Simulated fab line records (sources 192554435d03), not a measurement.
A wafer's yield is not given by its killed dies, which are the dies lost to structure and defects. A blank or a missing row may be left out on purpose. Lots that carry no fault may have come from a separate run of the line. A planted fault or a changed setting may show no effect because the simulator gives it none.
fab line records	flow n5Finfet	part 2 of 2: steps 5 to 6 of 6
[record] lots = 23	wafers = 69	lastDay = 17
route steps=1938 shown STI_FIN_REVEAL@189 DUMMY_GATE@234
lots untouched by any fault: they come from a run of this same line in which no faults occurred
startH: start of the lot's first displayed wafer, in hours after the record's first day	waitH: hours elapsed since this lot's preceding step	" the same as in the row above	L1.1+2: a row that stands for several wafers	- no value, or no start given	* or withheld: withheld	< > ~ a bound
route shown NAME@n: a module of which the file shows steps, and the number in the route of the first	usual: mean/standard deviation of fault-free wafers	same: alike in all rows	chamber/n: place in a boat	sites: the reading at each site	_std_site: standard deviation of those values	_edge_site: mean of outer sites minus mean of inner sites	radiusMm: how far each site lies from the wafer's centre	mask NAME#n: copy n	behind: the most recent tool/chamber to have shaped the wafer	hold: why the lot was held/for how many hours/how that ended	device: the transistor (n, p or np) that didn't switch	end of line: tests of these same wafers at the route's end	a step given without rows: its recipe and nothing more	killed: not the wafer's yield, but the dies lost to structure and defects at the first sort	map: a wafer's dies, marking killed ones x, the rest . and places with no die _
set.NAME: the setting as run; set.NAME@STEP: as run at that earlier step	model.NAME: the simulator's own value behind a step, which no gauge read
route steps across a sampled set of lots; one table per step, one row per wafer
services: when a tool's chamber went out of use (startH, in hours from the record's first day, below 0 if earlier), for how many hours, and the reason
[[steps]]
[step N5_DUMMY_GATE_STRIP_41]
[recipe] chemistry = O2	powerW = 400	tempC = 40	pressureMtorr = 30	rfFrequencyHz = 6e+07	biasPowerW = 0	overashFraction = 0.3	o2FlowSccm = 225
[usual] drypumpMotorCurrentA = 5.6/0.51	oesProductAu = 0.75/0.082	rfVppV = 3.7/0.53	showerheadPlenumPTorr = 2.07/0.066	throttleValvePct = 16.63/0.26
[same] overashFraction = 0.3
lot.wafer	tool	chamber	startH	waitH	drypumpMotorCurrentA	oesProductAu	rfHoursCounterH	rfVppV	showerheadPlenumPTorr	throttleValvePct
L074.4	rieDiel-03	3	52.11	0.0	5.4	0.70	218	2.8	2.08	16.98
L074.5	"	2	"	"	6.6	0.79	-	3.7	2.21	16.61
L074.6	"	1	"	"	4.9	0.96	-	4.1	2.23	16.71
L075.2	rieDiel-04	2	54.81	0.0	6.3	0.72	180	3.2	2.09	16.93
L075.3	"	0	"	"	5.1	0.73	171	4.2	2.00	16.52
L075.4	"	2	"	"	6.3	0.73	-	4.2	2.09	16.91
L076.1	rieDiel-05	0	59.94	0.0	5.5	1.00	4	3.6	2.14	16.03
L076.3	"	1	"	"	5.8	0.72	200	4.4	2.00	16.62
L076.4	"	3	"	"	5.0	0.70	212	4.7	2.05	16.31
L077.2	rieDiel-04	3	66.84	0.0	6.0	0.81	91	4.0	2.04	16.65
L077.4	"	0	"	"	5.1	0.73	174	3.8	2.00	16.51
L077.5	"	2	"	"	6.3	0.72	-	3.0	2.09	16.92
L078.1	rieDiel-04	1	75.32	0.0	5.0	0.75	136	3.1	2.02	16.63
L078.2	"	3	"	"	6.0	0.80	94	4.2	2.04	16.65
L078.4	"	2	"	"	6.3	0.72	185	4.9	2.09	16.91
L079.2	rieDiel-05	0	77.37	0.0	5.5	0.97	9	3.1	2.14	16.05
L079.3	"	2	"	"	5.7	0.69	207	3.4	2.17	16.40
L079.5	"	3	"	"	5.0	0.70	-	3.9	2.05	16.32
L080.1	rieDiel-04	3	84.12	0.0	6.1	0.81	96	4.2	2.04	16.67
L080.5	"	2	"	"	6.3	0.72	-	3.5	2.09	16.94
L080.6	"	1	"	"	5.0	0.74	-	3.2	2.02	16.64
L081.2	rieDiel-04	2	89.15	0.0	6.3	0.71	190	4.0	2.09	16.93
L081.3	"	3	"	"	6.1	0.79	98	3.4	2.04	16.68
L081.5	"	3	"	"	6.1	0.80	-	2.7	2.04	16.68
L082.1	rieDiel-05	1	96.13	0.0	5.8	0.71	211	3.9	1.99	16.62
L082.4	"	0	"	"	5.5	0.94	16	2.8	2.14	16.06
L082.6	"	1	"	"	5.8	0.72	-	3.8	1.99	16.64
L083.1	rieDiel-05	2	106.62	0.0	5.7	0.67	217	2.7	2.16	16.41
L083.2	"	1	"	"	5.8	0.71	214	2.8	1.99	16.63
L083.5	"	0	"	"	5.5	0.94	-	3.4	2.14	16.07
L084.1	rieDiel-04	3	112.24	0.0	6.1	0.79	104	3.7	2.03	16.69
L084.2	"	1	"	"	5.0	0.74	147	3.4	2.02	16.66
L084.4	"	0	"	"	5.1	0.72	187	3.3	1.99	16.56
L085.2	rieDiel-04	0	117.83	0.0	5.1	0.71	189	3.2	1.99	16.54
L085.5	"	3	"	"	6.1	0.79	-	4.7	2.03	16.69
L085.6	"	2	"	"	6.2	0.71	-	3.9	2.08	16.93
L086.1	rieDiel-05	1	125.52	0.0	5.8	0.71	219	3.4	1.99	16.65
L086.3	"	0	"	"	5.6	0.94	24	3.3	2.13	16.07
L086.4	"	3	"	"	5.0	0.68	-	3.5	2.05	16.36
L087.3	rieDiel-05	1	127.53	0.0	5.8	0.71	220	4.5	1.99	16.66
L087.4	"	3	"	"	5.0	0.68	-	3.7	2.05	16.35
L087.6	"	0	"	"	5.5	0.94	-	4.7	2.13	16.09
L088.3	rieDiel-03	1	134.23	0.0	4.9	0.91	28	3.2	2.22	16.77
L088.5	"	1	"	"	4.9	0.90	-	3.1	2.22	16.76
L088.6	"	0	"	"	5.7	0.70	-	3.6	2.08	16.93
L089.4	rieDiel-04	1	142.21	0.0	5.0	0.73	156	3.5	2.01	16.65
L089.5	"	3	"	"	6.1	0.79	-	3.8	2.03	16.69
L089.6	"	2	"	"	6.3	0.70	-	4.2	2.08	16.97
L090.3	rieDiel-05	2	145.92	0.0	5.7	0.67	226	3.7	2.16	16.43
L090.5	"	2	"	"	5.7	0.68	-	4.9	2.16	16.45
L090.6	"	1	"	"	5.8	0.70	-	3.6	1.99	16.66
L091.1	rieDiel-03	1	152.98	0.0	4.9	0.89	34	3.8	2.22	16.79
L091.4	"	0	"	"	5.7	0.70	234	2.7	2.08	16.93
L091.5	"	0	"	"	5.6	0.69	-	4.0	2.08	16.93
L092.1	rieDiel-03	2	158.16	0.0	6.6	0.77	147	3.4	2.20	16.66
L092.3	"	1	"	"	4.9	0.88	36	3.5	2.22	16.77
L092.6	"	2	"	"	6.6	0.77	-	3.3	2.20	16.65
L093.2	rieDiel-04	0	166.12	0.0	5.1	0.71	205	3.6	1.99	16.58
L093.4	"	2	"	"	6.3	0.70	214	4.6	2.08	16.98
L093.6	"	2	"	"	6.3	0.70	-	3.3	2.08	16.99
L094.1	rieDiel-04	0	167.24	0.0	5.1	0.71	205	4.0	1.99	16.60
L094.2	"	3	"	"	6.1	0.78	122	3.9	2.03	16.74
L094.6	"	3	"	"	6.0	0.78	-	4.5	2.03	16.72
L096.1	rieDiel-04	3	178.66	0.0	6.1	0.77	126	4.2	2.03	16.73
L096.2	"	2	"	"	6.3	0.70	218	3.8	2.08	16.98
L096.6	"	0	"	"	5.1	0.70	-	3.6	1.99	16.60
L097.1	rieDiel-04	3	185.05	0.0	6.1	0.77	128	3.2	2.03	16.71
L097.3	"	2	"	"	6.3	0.69	220	3.0	2.08	16.97
L097.5	"	2	"	"	6.2	0.69	-	2.9	2.08	17.00
[step N5_DUMMY_GATE_STRIP_48]
[recipe] chemistry = N2/H2	timeS = 20	powerW = 100	tempC = 40	pressureMtorr = 100	rfFrequencyHz = 6e+07	biasPowerW = 3	n2FlowSccm = 300	h2FlowSccm = 300
[usual] drypumpMotorCurrentA = 5.6/0.54	oesProductAu = 0.75/0.078	rfVppV = 45.4/0.94	showerheadPlenumPTorr = 3.34/0.11	throttleValvePct = 12.22/0.26
lot.wafer	tool	chamber	startH	waitH	drypumpMotorCurrentA	oesProductAu	rfHoursCounterH	rfVppV	showerheadPlenumPTorr	throttleValvePct
L074.4	rieDiel-04	3	52.68	0.0	6.1	0.81	87	44.3	3.27	12.08
L074.5	"	1	"	"	5.0	0.75	-	44.7	3.24	12.16
L074.6	"	0	"	"	5.1	0.74	-	44.8	3.23	12.13
L075.2	rieDiel-04	0	55.40	0.0	5.1	0.73	171	46.2	3.23	12.13
L075.3	"	3	"	"	6.1	0.82	88	44.6	3.27	12.10
L075.4	"	3	"	"	6.1	0.80	-	46.7	3.27	12.09
L076.1	rieDiel-04	0	60.44	0.0	5.1	0.74	173	45.4	3.23	12.13
L076.3	"	1	"	"	5.0	0.75	132	45.8	3.24	12.17
L076.4	"	3	"	"	6.1	0.80	90	44.4	3.27	12.09
L077.2	rieDiel-05	3	67.33	0.0	5.0	0.70	214	45.2	3.33	12.05
L077.4	"	1	"	"	5.8	0.72	201	45.1	3.24	12.39
L077.5	"	3	"	"	5.0	0.70	-	45.5	3.33	12.02
L078.1	rieDiel-03	3	75.81	0.0	5.5	0.70	224	45.7	3.33	12.56
L078.2	"	1	"	"	4.9	0.93	9	46.6	3.59	12.26
L078.4	"	0	"	"	5.7	0.70	209	48.0	3.33	12.45
L079.2	rieDiel-04	1	77.86	0.0	5.0	0.73	137	45.1	3.24	12.19
L079.3	"	2	"	"	6.3	0.72	186	44.5	3.36	12.59
L079.5	"	1	"	"	5.0	0.73	-	43.8	3.24	12.20
L080.1	rieDiel-03	3	84.64	0.0	5.5	0.70	227	46.5	3.33	12.56
L080.5	"	2	"	"	6.6	0.79	-	44.4	3.50	12.05
L080.6	"	1	"	"	4.9	0.93	-	45.0	3.59	12.27
L081.2	rieDiel-04	3	89.65	0.0	6.1	0.80	98	46.7	3.27	12.13
L081.3	"	0	"	"	5.1	0.73	181	44.6	3.22	12.15
L081.5	"	3	"	"	6.1	0.80	-	46.5	3.27	12.14
L082.1	rieDiel-05	3	96.62	0.0	5.0	0.69	224	45.2	3.33	12.05
L082.4	"	2	"	"	5.7	0.68	214	45.5	3.47	11.98
L082.6	"	3	"	"	5.0	0.69	-	45.9	3.33	12.05
L083.1	rieDiel-04	1	107.11	0.0	5.0	0.73	146	44.5	3.24	12.20
L083.2	"	0	"	"	5.1	0.72	186	44.3	3.22	12.16
L083.5	"	0	"	"	5.1	0.72	-	46.7	3.22	12.17
L084.1	rieDiel-04	3	112.74	0.0	6.1	0.79	105	47.6	3.26	12.13
L084.2	"	1	"	"	5.0	0.72	147	45.1	3.24	12.21
L084.4	"	2	"	"	6.3	0.71	197	45.3	3.36	12.61
L085.2	rieDiel-05	1	118.33	0.0	5.8	0.71	217	44.8	3.23	12.42
L085.5	"	3	"	"	5.0	0.68	-	43.6	3.32	12.06
L085.6	"	2	"	"	5.7	0.67	-	44.8	3.46	12.00
L086.1	rieDiel-03	1	126.16	0.0	4.9	0.91	25	44.5	3.58	12.30
L086.3	"	3	"	"	5.4	0.70	239	44.2	3.33	12.60
L086.4	"	0	"	"	5.6	0.70	224	45.1	3.32	12.46
L087.3	rieDiel-03	3	128.04	0.0	5.4	0.69	240	46.1	3.33	12.61
L087.4	"	1	"	"	4.9	0.91	26	44.7	3.58	12.31
L087.6	"	1	"	"	4.9	0.90	-	45.8	3.58	12.30
L088.3	rieDiel-03	1	134.73	0.0	4.9	0.90	28	46.1	3.58	12.31
L088.5	"	0	"	"	5.7	0.69	-	44.0	3.32	12.47
L088.6	"	1	"	"	4.9	0.90	-	47.4	3.58	12.30
L089.4	rieDiel-04	3	142.74	0.0	6.1	0.79	115	44.4	3.26	12.16
L089.5	"	3	"	"	6.1	0.78	-	43.6	3.26	12.16
L089.6	"	2	"	"	6.3	0.71	-	45.6	3.35	12.62
L090.3	rieDiel-05	1	146.42	0.0	5.8	0.70	227	44.3	3.22	12.44
L090.5	"	1	"	"	5.8	0.71	-	45.6	3.22	12.43
L090.6	"	0	"	"	5.5	0.92	-	45.7	3.42	11.52
L091.1	rieDiel-04	3	153.64	0.0	6.1	0.78	118	45.1	3.26	12.18
L091.4	"	0	"	"	5.1	0.71	200	43.8	3.21	12.20
L091.5	"	1	"	"	5.0	0.71	-	46.2	3.23	12.23
L092.1	rieDiel-04	3	158.66	0.0	6.1	0.78	120	45.2	3.26	12.18
L092.3	"	2	"	"	6.3	0.69	212	45.9	3.35	12.63
L092.6	"	1	"	"	5.0	0.73	-	44.8	3.23	12.25
L093.2	rieDiel-04	2	166.61	0.0	6.3	0.70	214	46.2	3.35	12.65
L093.4	"	0	"	"	5.1	0.71	205	45.2	3.21	12.21
L093.6	"	2	"	"	6.3	0.70	-	44.9	3.35	12.64
L094.1	rieDiel-03	1	167.74	0.0	4.9	0.87	40	46.0	3.58	12.35
L094.2	"	2	"	"	6.6	0.76	151	46.8	3.49	12.09
L094.6	"	0	"	"	5.7	0.68	-	44.3	3.31	12.52
L096.1	rieDiel-05	1	179.25	0.0	5.8	0.70	237	46.3	3.22	12.46
L096.2	"	3	"	"	5.0	0.67	250	46.2	3.31	12.12
L096.6	"	0	"	"	5.5	0.90	-	47.5	3.41	11.54
L097.1	rieDiel-03	2	185.54	0.0	6.6	0.76	158	46.3	3.48	12.12
L097.3	"	1	"	"	4.9	0.86	47	45.8	3.57	12.35
L097.5	"	1	"	"	4.9	0.87	-	44.8	3.57	12.35
[[services]]
tool	chamber	startH	hours	kind
rtpAnneal-01	-	23.89	57.7	pm
rieDiel-04	3	27.16	7.9	repair
rieDiel-03	1	27.51	-	clean
rieDiel-03	1	27.51	-	consumableReplace:focusRing
rieDiel-03	1	27.51	-	consumableReplace:showerhead
rieDiel-03	1	27.51	19.0	scheduledDown
rieDiel-03	1	27.51	19.0	ventCycle
rieDiel-05	0	29.58	-	clean
rieDiel-05	0	29.58	-	consumableReplace:focusRing
rieDiel-05	0	29.58	16.3	scheduledDown
rieDiel-05	0	29.58	16.3	ventCycle
rieDiel-01	0	40.40	11.1	repair
rieDiel-04	1	53.11	2.4	repair
rieDiel-01	3	59.68	14.2	repair
rieDiel-01	-	68.27	2.8	pm
rieDiel-02	1	68.50	2.2	repair
rieDiel-06	0	68.51	6.8	repair
rieDiel-06	2	83.58	4.7	repair
rieDiel-02	2	92.12	3.4	repair
rieDiel-06	-	104.51	28.1	pm
rieDiel-02	0	145.20	4.2	repair
rieDiel-05	3	180.01	-	clean
rieDiel-05	3	180.01	-	consumableReplace:focusRing
rieDiel-04	1	183.48	4.8	repair
